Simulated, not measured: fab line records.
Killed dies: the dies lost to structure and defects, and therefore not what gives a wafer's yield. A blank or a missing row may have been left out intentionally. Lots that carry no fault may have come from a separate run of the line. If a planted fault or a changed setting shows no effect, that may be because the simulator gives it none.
Matching of chambers    flow nand-harc    3 sister chambers for NHARC_A_M0_PRE_CLEAN_31 on pecvd-04
The step time 12 s. 6 wafers are shown with their chamber, then 8 later ones without.

WAFERS WITH THEIR CHAMBER
wafer   chamber  heater-power-w (W)
L089.4  0        595
L090.5  1        638
L091.1  2        649
L091.4  1        652
L091.5  2        669
L092.1  0        621

WAFERS WHOSE CHAMBER IS MISSING
wafer   heater-power-w (W)
L092.2  706
L092.3  680
L094.3  598
L094.5  589
L094.6  584
L096.1  593
L096.2  574
L096.5  585

EACH ONE'S CHAMBER
wafer    from the rows above       in truth
L092.2   can't be placed: 2 or 1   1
L092.3   can't be placed: 2 or 1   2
L094.3   0                         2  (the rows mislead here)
L094.5   0                         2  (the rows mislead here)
L094.6   0                         0
L096.1   0                         0
L096.2   0                         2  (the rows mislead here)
L096.5   0                         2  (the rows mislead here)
Correct placement for 2 of the 8. Unplaceable from these rows: 2, with the true chamber sitting among the candidates in 2. 4 placed wrongly.
How it was worked out, from the rows above alone: a wafer's distance from a chamber is the root of the sum, over the readings, of the square of ((its reading less the chamber's mean) divided by the reading's scatter). If the next closest chamber is less than 2 further off than the closest, the wafer can't be placed; otherwise it belongs to the closest. A chamber's mean is the mean of its shown wafers. The scatter is the square root of a quotient: the sum, over the shown wafers, of each reading's squared deviation from its chamber's mean, divided by wafers minus chambers.
